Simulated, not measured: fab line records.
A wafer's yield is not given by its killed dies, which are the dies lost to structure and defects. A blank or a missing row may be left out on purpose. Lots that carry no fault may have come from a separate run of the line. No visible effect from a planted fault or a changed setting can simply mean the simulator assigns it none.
fab line records | flow nandHarc | part 1 of 2: steps 1 to 28 of 35
record lots=5 wafers=15 lastDay=33
route steps=1302 shown P_M1@299 P_M2@318
lots that met no fault: from a run of the same line without faults
startH: start of the lot's first displayed wafer, in hours after the record's first day | waitH: how many hours have passed since the lot's step before this one | " the same as in the row above | L1.1+2: several wafers, shown together as one row | - either no value or no given start | * or withheld: withheld | < > ~ a bound
route shown NAME@n: NAME is a module with steps in the file, n the number in the route of the first one | usual: the fault-free wafers' mean and standard deviation | same: alike in all rows | chamber/n: place in a boat | sites: each site's reading | _std_site: how widely they spread, as a standard deviation | _edge_site: the outer-site mean with the inner-site mean subtracted | radiusMm: how far each site lies from the wafer's centre | mask NAME#n: copy n | behind: tool/chamber where the wafer was last shaped | hold: reason for holding the lot/hours on hold/outcome of the hold | device: transistor that didn't switch, given as n, p or np | end of line: the same wafers' tests at the end of the route | step lacking rows: just its recipe | killed: dies that structure and defects cost at the first sort, which is not the same as the wafer's yield | map: the dies of a wafer, with x for killed, . for not killed, _ for no die there
set.NAME: the setting that was run; set.NAME@STEP: the one run at that earlier step | model.NAME: the simulator's own value behind a step, which no gauge read
lots at some steps of the route; a table a step, a row a wafer
services: the hour from which a tool's chamber was out of use, counted from the record's first day as startH (under 0 if before that day), plus the number of hours and why
## steps
# step NHARC_P_M1_ETCH_35
# recipe targetDepthA=400 overetchA=120 timeS=43.94 ionEnergyEv=200 n2FlowSccm=150 h2FlowSccm=150 arFlowSccm=0 rfW=400 biasW=150 chemistry=N2/H2
# usual drypumpMotorCurrentA=5.6/0.49 oesProductAu=0.999/0.0084 rfVppV=431.3/2.4 showerheadPlenumPTorr=2.07/0.085 throttleValvePct=14.172/0.0088
# same timeS=43.94
# columns lot.wafer tool chamber startH waitH drypumpMotorCurrentA oesProductAu rfHoursCounterH rfVppV showerheadPlenumPTorr throttleValvePct
L078.2 rieDiel-06 2 170.11 0.1 6.6 1.001 2 429.9 2.04 14.157
L078.3 " 0 " " 5.8 1.004 2 428.9 1.99 14.187
L078.4 " 1 " " 5.9 1.001 2 435.7 2.20 14.169
L085.4 rieDiel-11 0 233.55 0.1 5.4 0.992 38 434.4 2.19 14.177
L085.3 " 1 " " 5.4 1.006 39 432.8 2.11 14.170
L085.5 " 1 " " 5.4 1.003 - 433.5 2.11 14.160
L091.4 rieDiel-06 3 302.09 0.1 5.8 0.980 10 433.5 2.12 14.173
L091.1 " 0 " " 5.8 0.989 10 429.9 1.99 14.187
L091.3 " 1 " " 5.8 1.004 10 434.3 2.20 14.165
L093.2 rieDiel-11 3 316.93 0.1 6.2 0.998 14 429.2 1.94 14.167
L093.1 " 0 " " 5.4 0.995 12 434.0 2.18 14.170
L093.6 " 1 " " 5.4 1.007 - 431.6 2.10 14.173
L097.1 rieDiel-07 2 355.47 0.1 4.8 1.004 4 432.7 2.11 14.180
L097.2 " 3 " " 5.7 1.007 4 433.2 2.10 14.160
L097.5 " 1 " " 5.3 1.009 - 427.2 1.91 14.157
# step NHARC_P_M1_ETCH_15
# recipe targetDepthA=1825 timeS=91.2 c4f8FlowSccm=withheld arFlowSccm=400 rfW=600 biasW=300 chemistry=C4F8/Ar
# usual oesProductAu=0.960/0.02 rfVppV=441.4/2.5
# same timeS=91.2
# columns lot.wafer tool chamber startH waitH oesProductAu rfHoursCounterH rfVppV
L078.3 rieDiel-06 1 - - 0.946 2 445.7
L078.4 " 2 " " 0.939 2 441.8
L078.2 " 0 " " 0.967 2 439.2
L085.3 rieDiel-11 1 - - 0.954 39 442.9
L085.4 " 2 " " 0.955 39 436.9
L085.5 " 0 " " 0.943 - 444.8
L091.4 rieDiel-06 3 - - 0.956 10 444.5
L091.1 " 0 " " 0.968 10 439.2
L091.3 " 2 " " 0.956 10 439.0
L093.1 rieDiel-11 2 - - 0.934 14 436.6
L093.2 " 3 " " 0.913 14 437.9
L093.6 " 3 " " 0.921 - 438.0
L097.2 rieDiel-07 2 - - 0.983 4 442.7
L097.1 " 3 " " 0.963 4 443.5
L097.5 " 1 " " 0.979 - 437.5
# step NHARC_P_M1_CD_MEAS_16
# usual cdNm=129.7/0.87
# columns lot.wafer tool chamber startH waitH cdNm
L078.2 cdSem-01 - 170.33 - 130.7
L078.3 " - " " 130.9
L078.4 " - " " 130.3
L085.3 cdSem-01 - 233.77 - 130.4
L085.4 " - " " 130.1
L085.5 " - " " 129.4
L091.1 cdSem-01 - 302.30 - 129.2
L091.3 " - " " 129.8
L091.4 " - " " 128.7
L093.1 cdSem-02 - 317.13 - 129.8
L093.2 " - " " 130.7
L093.6 " - " " 130.7
L097.1 cdSem-02 - 355.68 - 130.0
L097.2 " - " " 129.5
L097.5 " - " " 129.4
# step NHARC_P_M1_STRIP_18
# recipe powerW=1000 n2FlowSccm=150 h2FlowSccm=150 arFlowSccm=0 biasW=0 chemistry=N2/H2
# usual drypumpMotorCurrentA=5.7/0.5 oesProductAu=1.001/0.0099 rfVppV=90.9/0.95 showerheadPlenumPTorr=2.07/0.081 throttleValvePct=14.171/0.008
# columns lot.wafer tool chamber startH waitH drypumpMotorCurrentA oesProductAu rfHoursCounterH rfVppV showerheadPlenumPTorr throttleValvePct
L078.2 rieDiel-06 2 170.41 0.1 6.6 0.999 2 90.6 2.04 14.166
L078.4 " 3 " " 5.8 0.998 2 91.7 2.13 14.182
L078.3 " 0 " " 5.8 1.007 2 91.2 1.99 14.177
L085.4 rieDiel-07 1 233.84 0.1 5.3 1.022 8 90.0 1.91 14.167
L085.3 " 2 " " 4.8 1.028 7 90.1 2.12 14.178
L085.5 " 2 " " 4.8 1.015 - 92.9 2.12 14.166
L091.4 rieDiel-06 3 302.38 0.1 5.8 0.977 11 91.3 2.12 14.171
L091.3 " 1 " " 5.9 1.014 10 91.4 2.20 14.164
L091.1 " 2 " " 6.6 0.991 10 90.5 2.04 14.178
L093.2 rieDiel-07 0 317.23 0.1 5.5 0.983 1 91.1 2.07 14.170
L093.1 " 2 " " 4.8 1.003 0 91.1 2.11 14.176
L093.6 " 3 " " 5.7 1.009 - 90.9 2.10 14.165
L097.1 rieDiel-06 3 355.81 0.1 5.8 1.012 2 91.4 2.12 14.181
L097.2 " 0 " " 5.8 0.996 2 90.7 1.99 14.182
L097.5 " 1 " " 5.9 1.016 - 91.8 2.20 14.163
# step NHARC_P_M1_ETCH_28
# recipe targetDepthA=300 overEtchFrac=0.3 timeS=72.99 ionEnergyEv=150 cf4FlowSccm=50 n2FlowSccm=100 arFlowSccm=150 rfW=300 biasW=100 chemistry=CF4/N2
# usual drypumpMotorCurrentA=5.7/0.48 oesProductAu=0.999/0.0087 rfVppV=314.9/1.7 showerheadPlenumPTorr=2.66/0.093 throttleValvePct=19.794/0.009
# same timeS=72.99
# columns lot.wafer tool chamber startH waitH drypumpMotorCurrentA oesProductAu rfHoursCounterH rfVppV showerheadPlenumPTorr throttleValvePct
L078.3 rieDiel-06 2 - - 6.6 0.996 2 313.3 2.62 19.782
L078.2 " 0 " " 5.8 0.990 2 313.1 2.57 19.781
L078.4 " 1 " " 5.9 1.005 2 317.6 2.82 19.796
L085.3 rieDiel-07 0 - - 5.5 0.990 9 314.1 2.66 19.797
L085.4 " 1 " " 5.3 1.010 8 312.2 2.47 19.803
L085.5 " 1 " " 5.3 1.004 - 312.0 2.48 19.802
L091.3 rieDiel-06 0 - - 5.8 0.992 11 315.4 2.57 19.787
L091.4 " 1 " " 5.9 1.002 10 317.7 2.81 19.792
L091.1 " 2 " " 6.6 0.983 10 315.0 2.62 19.790
L093.2 rieDiel-07 0 - - 5.5 0.979 1 312.5 2.66 19.796
L093.1 " 1 " " 5.3 1.007 1 311.7 2.47 19.791
L093.6 " 0 " " 5.5 0.992 - 313.0 2.66 19.783
L097.2 rieDiel-06 2 - - 6.7 0.996 2 314.6 2.62 19.779
L097.1 " 3 " " 5.8 1.005 2 315.9 2.72 19.807
L097.5 " 3 " " 5.8 1.012 - 317.1 2.72 19.790
# step NHARC_P_M1_STRIP_19
# recipe timeS=600 tempC=30 chemistry=postEtchResidueRemover
# usual bathHeatDutyPct=12.9/1.5 tempC=29.99/0.1
# same timeS=600
# columns lot.wafer tool chamber startH waitH bathHeatDutyPct tempC
L078.2 wetBench-10 7 170.78 - 14.8 30.13
L078.3 " 1 " " 10.5 29.88
L078.4 " 4 " " 12.2 30.08
L085.5 wetBench-10 7 234.22 - 13.8 30.17
L085.3 " 1 " " 11.8 29.89
L085.4 " 2 " " 10.3 30.21
L091.3 wetBench-08 6 302.75 - 13.4 29.90
L091.4 " 0 " " 14.9 29.91
L091.1 " 3 " " 11.3 30.12
L093.6 wetBench-08 2 317.59 - 14.9 30.23
L093.2 " 3 " " 12.4 30.21
L093.1 " 5 " " 12.0 29.98
L097.2 wetBench-10 0 356.13 - 14.5 30.03
L097.1 " 1 " " 11.0 29.95
L097.5 " 5 " " 13.0 30.04
# step NHARC_P_M1_DEGAS_29
# recipe tempC=250 timeS=60
# usual heaterPowerW=329/28
# same timeS=60
# columns lot.wafer tool chamber startH waitH heaterPowerW
L078.3 pvdSputter-01 - 171.09 - 320
L078.2 " - " " 345
L078.4 " - " " 348
L085.3 pvdSputter-03 - 234.48 - 365
L085.4 " - " " 341
L085.5 " - " " 347
L091.3 pvdSputter-01 - 303.02 - 316
L091.4 " - " " 350
L091.1 " - " " 355
L093.2 pvdSputter-02 - 317.84 - 345
L093.1 " - " " 319
L093.6 " - " " 349
L097.1 pvdSputter-02 - 356.39 - 357
L097.2 " - " " 351
L097.5 " - " " 347
# step NHARC_P_M1_PRE_CLEAN_30
# recipe timeS=30 tempC=280 gas=H2/He
# usual heaterPowerW=399/36
# same timeS=30
# columns lot.wafer tool chamber startH waitH heaterPowerW
L078.3 pvdSputter-01 - - - 384
L078.2 " - " " 402
L078.4 " - " " 379
L085.3 pvdSputter-03 - - - 347
L085.4 " - " " 421
L085.5 " - " " 416
L091.1 pvdSputter-01 - - - 386
L091.4 " - " " 403
L091.3 " - " " 441
L093.1 pvdSputter-02 - - - 354
L093.2 " - " " 423
L093.6 " - " " 425
L097.1 pvdSputter-02 - - - 349
L097.2 " - " " 421
L097.5 " - " " 341
# step NHARC_P_M1_PVD_20
# recipe targetThkA=50 biasV=168.6 powerW=15000 chamberPressurePa=0.12 timeS=8.06 substrateTempC=50 material=TaN
# usual throttleValvePct=29.7/1.2
# same timeS=8.06
# columns lot.wafer tool chamber startH waitH throttleValvePct
L078.2 pvdSputter-01 - - - 27.5
L078.4 " - " " 28.6
L078.3 " - " " 28.8
L085.3 pvdSputter-03 - - - 31.5
L085.4 " - " " 30.2
L085.5 " - " " 31.7
L091.1 pvdSputter-01 - - - 31.1
L091.3 " - " " 27.7
L091.4 " - " " 28.2
L093.1 pvdSputter-02 - - - 30.5
L093.2 " - " " 28.2
L093.6 " - " " 28.4
L097.1 pvdSputter-02 - - - 29.0
L097.2 " - " " 30.0
L097.5 " - " " 29.9
# step NHARC_P_M1_PVD_21
# recipe targetThkA=300 chamberPressurePa=5 powerW=5000 substrateTempC=30 timeS=20.49 material=Cu
# usual throttleValvePct=29.5/1.3
# same timeS=20.49
# columns lot.wafer tool chamber startH waitH throttleValvePct
L078.3 pvdSputter-01 - - - 28.9
L078.4 " - " " 29.0
L078.2 " - " " 30.9
L085.4 pvdSputter-03 - - - 28.4
L085.3 " - " " 31.4
L085.5 " - " " 30.7
L091.4 pvdSputter-01 - - - 29.3
L091.1 " - " " 31.1
L091.3 " - " " 27.5
L093.1 pvdSputter-02 - - - 28.9
L093.2 " - " " 29.9
L093.6 " - " " 28.9
L097.1 pvdSputter-02 - - - 28.0
L097.2 " - " " 30.0
L097.5 " - " " 29.0
# step NHARC_P_M1_ECD_22
# recipe targetThkA=4000 bathTempC=25 material=Cu
# usual bathHeatDutyPct=6.7/0.64
# columns lot.wafer tool chamber startH waitH bathHeatDutyPct
L078.2 ecdCu-02 1 171.47 - 6.3
L078.4 " 1 " " 7.9
L078.3 " 0 " " 6.8
L085.3 ecdCu-01 1 234.94 - 7.0
L085.4 " 0 " " 5.8
L085.5 " 1 " " 7.1
L091.1 ecdCu-01 0 303.43 - 5.8
L091.3 " 1 " " 7.0
L091.4 " 0 " " 5.8
L093.1 ecdCu-01 0 318.21 - 5.7
L093.2 " 1 " " 7.2
L093.6 " 1 " " 6.4
L097.1 ecdCu-02 1 356.75 - 7.6
L097.2 " 0 " " 6.9
L097.5 " 0 " " 7.5
# step NHARC_P_M1_ANNEAL_31
# recipe tempC=225 timeS=90
# usual annealTempC=224.96/0.19 wafer_temp_C_max=226.9/0.36
# same timeS=90
# columns lot.wafer tool chamber startH waitH annealTempC wafer_temp_C_max
L078.2 rtpAnneal-02 0 171.90 0.4 225.18 226.7
L078.3 " 0 " " 225.19 227.3
L078.4 " 0 " " 225.15 226.6
L085.3 rtpAnneal-02 0 235.32 - 224.83 227.1
L085.4 " 0 " " 224.90 227.2
L085.5 " 0 " " 224.67 226.6
L091.1 rtpAnneal-01 0 303.76 - 225.13 226.6
L091.3 " 0 " " 225.07 226.0
L091.4 " 0 " " 225.10 227.3
L093.1 rtpAnneal-02 0 318.58 0.3 225.19 226.6
L093.2 " 0 " " 225.03 226.8
L093.6 " 0 " " 225.04 227.2
L097.1 rtpAnneal-02 0 357.13 - 224.99 226.5
L097.2 " 0 " " 224.92 227.7
L097.5 " 0 " " 224.88 226.8
# step NHARC_P_M1_CMP_23
# recipe tOverpolishS=20 targetThkNm=157.82
# usual motorCurrentA=12.6/1.2 timeToEndpointS=28.1/2.7
# columns lot.wafer tool chamber startH waitH motorCurrentA timeToEndpointS
L078.3 cmp-04 0 172.20 - 10.9 31.6
L078.4 " 2 " " 11.8 26.4
L078.2 " 3 " " 11.7 22.8
L085.4 cmp-03 2 235.57 - 11.8 30.3
L085.3 " 1 " " 12.6 29.8
L085.5 " 3 " " 11.3 28.3
L091.1 cmp-03 0 304.10 - 12.3 28.1
L091.4 " 1 " " 13.0 26.9
L091.3 " 3 " " 11.3 25.9
L093.1 cmp-03 1 318.96 - 12.6 27.6
L093.2 " 3 " " 11.5 27.8
L093.6 " 0 " " 12.4 28.8
L097.1 cmp-01 0 357.47 - 14.6 22.8
L097.2 " 1 " " 12.2 27.7
L097.5 " 1 " " 12.5 24.7
# step NHARC_P_M1_THK_MEAS_24
# recipe thkMeasGauge=xrf
# usual thkNm=157.6/1.6
# columns lot.wafer tool chamber startH waitH thkNm
L078.2 filmMetro-02 - 172.52 - 156.8
L078.3 " - " " 159.3
L078.4 " - " " 155.0
L085.3 filmMetro-01 - 235.88 - 158.0
L085.4 " - " " 160.5
L085.5 " - " " 158.0
L091.1 filmMetro-02 - 304.42 - 156.7
L091.3 " - " " 156.7
L091.4 " - " " 158.0
L093.1 filmMetro-02 - 319.25 - 157.8
L093.2 " - " " 157.0
L093.6 " - " " 156.2
L097.1 filmMetro-01 - 357.80 - 155.6
L097.2 " - " " 158.9
L097.5 " - " " 155.5
# step NHARC_P_M1_SRD_25
# columns lot.wafer tool chamber startH waitH
L078.4+3+2 wetBench-08 7,1,2 172.56 0.0
L085.3+4+5 wetBench-08 6,7,0 235.93 0.1
L091.3+1+4 wetBench-08 2,5,6 304.46 0.0
L093.2+1+6 wetBench-10 4,5,6 319.29 0.0
L097.5+2+1 wetBench-10 7,0,2 357.85 0.0
# step NHARC_P_M1_INSPECT_27
# usual rawDefectCount=280/91
# columns lot.wafer tool chamber startH waitH rawDefectCount
L078.2 defectInspect-01 - 172.67 0.0 284
L078.3 " - " " 202
L078.4 " - " " 234
L085.3 defectInspect-02 - 236.03 0.0 146
L085.4 " - " " 293
L085.5 " - " " 369
L091.1 defectInspect-01 - 304.57 0.0 168
L091.3 " - " " 344
L091.4 " - " " 452
L093.1 defectInspect-01 - 319.43 0.0 181
L093.2 " - " " 161
L093.6 " - " " 176
L097.1 defectInspect-02 - 357.96 0.0 448
L097.2 " - " " 275
L097.5 " - " " 350
# step NHARC_P_M1_PRE_CLEAN_32
# recipe timeS=12 tempC=370 rfPowerW=300 gas=NH3
# usual heaterPowerW=637/81
# same timeS=12
# columns lot.wafer tool chamber startH waitH heaterPowerW
L078.2 pecvd-01 1 172.75 0.1 485
L078.3 " 2 " " 650
L078.4 " 2 " " 697
L085.3 pecvd-03 1 236.10 0.1 679
L085.4 " 1 " " 674
L085.5 " 0 " " 568
L091.3 pecvd-04 1 304.64 0.1 711
L091.1 " 0 " " 624
L091.4 " 0 " " 622
L093.1 pecvd-03 0 319.61 0.2 654
L093.2 " 2 " " 535
L093.6 " 2 " " 514
L097.1 pecvd-04 2 358.04 0.1 710
L097.2 " 0 " " 609
L097.5 " 1 " " 743
# step NHARC_P_M1_DEP_33
# recipe targetThkA=300 tempC=370 targetThkNm=30 pressureTorr=3 flowSccm=200 rfW=450 material=SiCN
# usual chamberPressureTorr=3.001/0.0069 heaterPowerW=595/78
# columns lot.wafer tool chamber startH waitH chamberPressureTorr heaterPowerW
L078.2 pecvd-01 1 172.86 0.1 2.988 510
L078.3 " 2 " " 3.012 666
L078.4 " 2 " " 3.003 686
L085.3 pecvd-03 1 236.18 0.1 2.995 516
L085.4 " 1 " " 2.997 530
L085.5 " 0 " " 3.006 610
L091.3 pecvd-04 1 304.72 0.1 3.008 677
L091.1 " 0 " " 2.999 561
L091.4 " 0 " " 2.985 551
L093.1 pecvd-03 0 319.69 0.1 2.982 603
L093.2 " 2 " " 2.998 550
L093.6 " 2 " " 2.999 539
L097.1 pecvd-04 2 358.15 0.1 2.999 647
L097.2 " 0 " " 3.000 574
L097.5 " 1 " " 2.982 626
# step NHARC_P_M2_DEP_00
# recipe targetThkA=1825 targetThkNm=182.5 tempC=withheld pressureTorr=5 flowSccm=200 rfW=600 material=SiOC
# usual chamberPressureTorr=4.999/0.01
# columns lot.wafer tool chamber startH waitH chamberPressureTorr
L078.3 pecvd-04 2 173.23 - 5.015
L078.2 " 1 " " 5.000
L078.4 " 2 " " 5.007
L085.3 pecvd-04 0 236.57 - 5.005
L085.4 " 1 " " 4.995
L085.5 " 2 " " 4.979
L091.1 pecvd-03 1 305.14 - 4.989
L091.3 " 2 " " 4.994
L091.4 " 1 " " 5.005
L093.1 pecvd-04 1 320.11 - 4.999
L093.2 " 2 " " 5.018
L093.6 " 2 " " 5.003
L097.1 pecvd-03 1 358.57 - 4.998
L097.2 " 2 " " 5.009
L097.5 " 2 " " 5.011
# step NHARC_P_M2_DEHYDRATE_01
# recipe tempC=150 timeS=120
# same timeS=120
# columns lot.wafer tool chamber startH waitH
L078.2+3+4 lithoTrack-01 0 173.64 -
L085.3+4+5 lithoTrack-01 0 236.98 -
L091.1+3+4 lithoTrack-01 0 305.54 -
L093.1+2+6 lithoTrack-04 0 320.52 -
L097.1+2+5 lithoTrack-01 0 358.93 -
# step NHARC_P_M2_HMDS_02
# recipe timeS=30
# same timeS=30
# columns lot.wafer tool chamber startH waitH
L078.2+3+4 lithoTrack-01 0 - -
L085.3+4+5 lithoTrack-01 0 - -
L091.1+3+4 lithoTrack-01 0 - -
L093.1+2+6 lithoTrack-04 0 - -
L097.1+2+5 lithoTrack-01 0 - -
# step NHARC_P_M2_COAT_34
# recipe tempC=200 timeS=65
# same timeS=65
# columns lot.wafer tool chamber startH waitH
L078.2+3+4 lithoTrack-01 0 - -
L085.3+4+5 lithoTrack-01 0 - -
L091.1+3+4 lithoTrack-01 0 - -
L093.1+2+6 lithoTrack-04 0 - -
L097.1+2+5 lithoTrack-01 0 - -
# step NHARC_P_M2_COAT_03
# recipe spinRpm=1500 resistThkNm=90
# columns lot.wafer tool chamber startH waitH
L078.2+3+4 lithoTrack-01 0 - -
L085.3+4+5 lithoTrack-01 0 - -
L091.1+3+4 lithoTrack-01 0 - -
L093.1+2+6 lithoTrack-04 0 - -
L097.1+2+5 lithoTrack-01 0 - -
# step NHARC_P_M2_SOFTBAKE_04
# recipe tempC=105 timeS=55
# same timeS=55
# columns lot.wafer tool chamber startH waitH
L078.2+3+4 lithoTrack-01 0 - -
L085.3+4+5 lithoTrack-01 0 - -
L091.1+3+4 lithoTrack-01 0 - -
L093.1+2+6 lithoTrack-04 0 - -
L097.1+2+5 lithoTrack-01 0 - -
# step NHARC_P_M2_EBR_05
# columns lot.wafer tool chamber startH waitH
L078.2+3+4 lithoTrack-01 0 - -
L085.3+4+5 lithoTrack-01 0 - -
L091.1+3+4 lithoTrack-01 0 - -
L093.1+2+6 lithoTrack-04 0 - -
L097.1+2+5 lithoTrack-01 0 - -
# step NHARC_P_M2_EXPOSE_06
# recipe na=1.35 targetCdNm=170 doseMj=80.78 maskId=P_M2
# columns lot.wafer tool chamber startH waitH mask
L078.2+3+4 arfiScanner-02 0 173.93 - P_M2#0
L085.3+4+5 arfiScanner-03 0 237.15 - P_M2#0
L091.1+3+4 arfiScanner-03 0 305.83 - P_M2#0
L093.1+2+6 arfiScanner-02 0 320.81 - P_M2#0
L097.1+2+5 arfiScanner-01 0 359.21 - P_M2#0
# step NHARC_P_M2_PEB_07
# recipe pebTempC=100 pebTimeS=65
# columns lot.wafer tool chamber startH waitH
L078.2+3+4 lithoTrack-04 0 173.99 0.1
L085.3+4+5 lithoTrack-04 0 237.20 0.0
L091.1+3+4 lithoTrack-06 0 305.89 0.1
L093.1+2+6 lithoTrack-01 0 320.87 0.1
L097.1+2+5 lithoTrack-04 0 359.27 0.1
# step NHARC_P_M2_DEVELOP_08
# recipe developTimeS=35 devTempC=23
# columns lot.wafer tool chamber startH waitH
L078.2+3+4 lithoTrack-04 0 - -
L085.3+4+5 lithoTrack-04 0 - -
L091.1+3+4 lithoTrack-06 0 - -
L093.1+2+6 lithoTrack-01 0 - -
L097.1+2+5 lithoTrack-04 0 - -
